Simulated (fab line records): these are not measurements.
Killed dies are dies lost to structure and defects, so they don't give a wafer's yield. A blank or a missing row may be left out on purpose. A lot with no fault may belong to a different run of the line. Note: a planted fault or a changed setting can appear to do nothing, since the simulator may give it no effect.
Chamber matching :: flow n5 finfet :: N5_PMOS_HMC_CHANNEL_EPI_DESCUM_14 on rie diel-05: 4 sister chambers
The step chemistry O2, time 7.9 s. 20 wafers are shown with their chamber, then 10 later ones without.

WAFERS PAIRED WITH THEIR CHAMBERS
wafer: L077.1
chamber: 2
drypump motor current A (A): 5.8
showerhead plenum p Torr (Torr): 2.13
throttle valve pct (%): 20.67

wafer: L077.2
chamber: 0
drypump motor current A (A): 6.1
showerhead plenum p Torr (Torr): 2.07
throttle valve pct (%): 20.29

wafer: L077.3
chamber: 1
drypump motor current A (A): 5.5
showerhead plenum p Torr (Torr): 2.03
throttle valve pct (%): 20.18

wafer: L079.1
chamber: 1
drypump motor current A (A): 5.5
showerhead plenum p Torr (Torr): 2.03
throttle valve pct (%): 20.20

wafer: L079.3
chamber: 2
drypump motor current A (A): 5.8
showerhead plenum p Torr (Torr): 2.13
throttle valve pct (%): 20.66

wafer: L079.5
chamber: 3
drypump motor current A (A): 5.4
showerhead plenum p Torr (Torr): 2.15
throttle valve pct (%): 20.58

wafer: L080.4
chamber: 3
drypump motor current A (A): 5.5
showerhead plenum p Torr (Torr): 2.14
throttle valve pct (%): 20.60

wafer: L080.5
chamber: 2
drypump motor current A (A): 5.8
showerhead plenum p Torr (Torr): 2.13
throttle valve pct (%): 20.68

wafer: L080.6
chamber: 1
drypump motor current A (A): 5.5
showerhead plenum p Torr (Torr): 2.03
throttle valve pct (%): 20.21

wafer: L084.1
chamber: 3
drypump motor current A (A): 5.4
showerhead plenum p Torr (Torr): 2.14
throttle valve pct (%): 20.61

wafer: L084.2
chamber: 1
drypump motor current A (A): 5.5
showerhead plenum p Torr (Torr): 2.02
throttle valve pct (%): 20.22

wafer: L084.3
chamber: 2
drypump motor current A (A): 5.8
showerhead plenum p Torr (Torr): 2.13
throttle valve pct (%): 20.70

wafer: L084.4
chamber: 2
drypump motor current A (A): 5.8
showerhead plenum p Torr (Torr): 2.13
throttle valve pct (%): 20.68

wafer: L084.5
chamber: 3
drypump motor current A (A): 5.4
showerhead plenum p Torr (Torr): 2.14
throttle valve pct (%): 20.60

wafer: L084.6
chamber: 1
drypump motor current A (A): 5.5
showerhead plenum p Torr (Torr): 2.02
throttle valve pct (%): 20.22

wafer: L086.2
chamber: 3
drypump motor current A (A): 5.4
showerhead plenum p Torr (Torr): 2.14
throttle valve pct (%): 20.61

wafer: L086.3
chamber: 0
drypump motor current A (A): 6.1
showerhead plenum p Torr (Torr): 2.06
throttle valve pct (%): 19.97

wafer: L086.6
chamber: 2
drypump motor current A (A): 5.8
showerhead plenum p Torr (Torr): 2.13
throttle valve pct (%): 20.70

wafer: L091.1
chamber: 1
drypump motor current A (A): 5.5
showerhead plenum p Torr (Torr): 2.02
throttle valve pct (%): 20.24

wafer: L091.2
chamber: 2
drypump motor current A (A): 5.8
showerhead plenum p Torr (Torr): 2.12
throttle valve pct (%): 20.70

SIGNATURES, as means of the wafers listed above
reading: drypump motor current A
chamber 0: 6.100
chamber 1: 5.500
chamber 2: 5.800
chamber 3: 5.420
scatter within a chamber: 0.0224

reading: showerhead plenum p Torr
chamber 0: 2.0650
chamber 1: 2.0250
chamber 2: 2.1286
chamber 3: 2.1420
scatter within a chamber: 0.00478

reading: throttle valve pct
chamber 0: 20.1300
chamber 1: 20.2117
chamber 2: 20.6843
chamber 3: 20.6000
scatter within a chamber: 0.0589
Rule: a wafer's distance from a chamber is the root of the sum, over the readings, of the square of ((its reading less the chamber's mean) divided by the reading's scatter). If the next closest chamber is less than 2 further off than the closest, the wafer can't be placed; otherwise it belongs to the closest. The scatter is the square root of a quotient: the sum, over the shown wafers, of each reading's squared deviation from its chamber's mean, divided by wafers minus chambers.

WAFERS WITHOUT THEIR CHAMBER
wafer: L091.3
drypump motor current A (A): 6.0
showerhead plenum p Torr (Torr): 2.06
throttle valve pct (%): 19.99

wafer: L091.4
drypump motor current A (A): 5.4
showerhead plenum p Torr (Torr): 2.14
throttle valve pct (%): 20.62

wafer: L091.5
drypump motor current A (A): 6.1
showerhead plenum p Torr (Torr): 2.06
throttle valve pct (%): 19.97

wafer: L091.6
drypump motor current A (A): 5.4
showerhead plenum p Torr (Torr): 2.14
throttle valve pct (%): 20.62

wafer: L092.2
drypump motor current A (A): 5.8
showerhead plenum p Torr (Torr): 2.12
throttle valve pct (%): 20.70

wafer: L092.3
drypump motor current A (A): 5.5
showerhead plenum p Torr (Torr): 2.02
throttle valve pct (%): 20.25

wafer: L092.6
drypump motor current A (A): 5.5
showerhead plenum p Torr (Torr): 2.02
throttle valve pct (%): 20.24

wafer: L095.3
drypump motor current A (A): 5.5
showerhead plenum p Torr (Torr): 2.02
throttle valve pct (%): 20.27

wafer: L095.5
drypump motor current A (A): 5.4
showerhead plenum p Torr (Torr): 2.13
throttle valve pct (%): 20.64

wafer: L095.6
drypump motor current A (A): 5.8
showerhead plenum p Torr (Torr): 2.12
throttle valve pct (%): 20.73

EACH ONE'S CHAMBER
wafer: L091.3
from the rows above: 0
in truth: 0

wafer: L091.4
from the rows above: 3
in truth: 3

wafer: L091.5
from the rows above: 0
in truth: 0

wafer: L091.6
from the rows above: 3
in truth: 3

wafer: L092.2
from the rows above: 2
in truth: 2

wafer: L092.3
from the rows above: 1
in truth: 1

wafer: L092.6
from the rows above: 1
in truth: 1

wafer: L095.3
from the rows above: 1
in truth: 1

wafer: L095.5
from the rows above: 3
in truth: 3

wafer: L095.6
from the rows above: 2
in truth: 2
10 of 10 placed correctly. Number that these rows cannot place: 0. Number placed wrongly: 0.
